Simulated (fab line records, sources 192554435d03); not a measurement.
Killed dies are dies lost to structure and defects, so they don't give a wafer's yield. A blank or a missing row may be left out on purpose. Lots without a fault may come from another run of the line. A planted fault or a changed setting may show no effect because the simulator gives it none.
Chamber matching | flow n5_finfet | N5_DUMMY_GATE_ETCH_36 on rie_diel-04: 3 sister chambers
The step etches SiARC in CF4, target depth 13 nm. 20 wafers are shown with their chamber, then 9 later ones without.

WAFERS WITH THEIR CHAMBER
wafer  | chamber | drypump_motor_current_A (A) | showerhead_plenum_p_Torr (Torr) | throttle_valve_pct (%)
L075.1 | 1       | 5.9                         | 2.22                            | 15.72
L075.2 | 2       | 6.5                         | 2.11                            | 16.11
L075.3 | 0       | 5.6                         | 2.11                            | 15.53
L077.2 | 2       | 6.6                         | 2.11                            | 16.13
L077.3 | 0       | 5.6                         | 2.10                            | 15.55
L077.4 | 2       | 6.5                         | 2.11                            | 16.14
L078.1 | 0       | 5.6                         | 2.10                            | 15.54
L078.2 | 1       | 5.9                         | 2.22                            | 15.75
L078.5 | 2       | 6.5                         | 2.11                            | 16.13
L080.1 | 2       | 6.5                         | 2.10                            | 16.16
L080.3 | 0       | 5.6                         | 2.10                            | 15.56
L080.5 | 1       | 5.9                         | 2.22                            | 15.74
L083.3 | 0       | 5.6                         | 2.10                            | 15.57
L083.5 | 2       | 6.5                         | 2.10                            | 16.16
L083.6 | 1       | 5.9                         | 2.22                            | 15.78
L084.2 | 1       | 5.9                         | 2.21                            | 15.79
L084.5 | 2       | 6.5                         | 2.10                            | 16.16
L084.6 | 0       | 5.6                         | 2.10                            | 15.56
L087.2 | 2       | 6.5                         | 2.10                            | 16.18
L087.4 | 0       | 5.6                         | 2.10                            | 15.57

SIGNATURES (means of the wafers above)
reading                  | chamber 0 | chamber 1 | chamber 2 | scatter within a chamber
drypump_motor_current_A  | 5.600     | 5.900     | 6.513     | 0.0227
showerhead_plenum_p_Torr | 2.1014    | 2.2180    | 2.1050    | 0.00464
throttle_valve_pct       | 15.5543   | 15.7560   | 16.1462   | 0.0221
Rule: a wafer's distance from a chamber is the root of the sum, over the readings, of the square of ((its reading less the chamber's mean) divided by the reading's scatter). The wafer belongs to the nearest chamber; if the next one is less than 2 further off, it can't be placed. The scatter: the root of (the sum of the squares of (reading less its chamber's mean) over the shown wafers, divided by (wafers less chambers)).

WAFERS WITHOUT THEIR CHAMBER
wafer  | drypump_motor_current_A (A) | showerhead_plenum_p_Torr (Torr) | throttle_valve_pct (%)
L087.5 | 5.9                         | 2.21                            | 15.80
L091.1 | 5.9                         | 2.21                            | 15.81
L091.4 | 5.9                         | 2.21                            | 15.81
L091.5 | 6.5                         | 2.09                            | 16.20
L095.2 | 5.6                         | 2.09                            | 15.60
L095.4 | 5.6                         | 2.09                            | 15.61
L097.1 | 5.6                         | 2.09                            | 15.62
L097.3 | 5.9                         | 2.21                            | 15.83
L097.5 | 5.9                         | 2.21                            | 15.82

WHICH CHAMBER EACH WENT THROUGH
wafer  | from the rows above | in truth
L087.5 | 1                   | 1
L091.1 | 1                   | 1
L091.4 | 1                   | 1
L091.5 | 2                   | 2
L095.2 | 0                   | 0
L095.4 | 0                   | 0
L097.1 | 0                   | 0
L097.3 | 1                   | 1
L097.5 | 1                   | 1
Placed correctly: 9 of 9. Can't be placed from these rows: 0. Placed wrongly: 0.
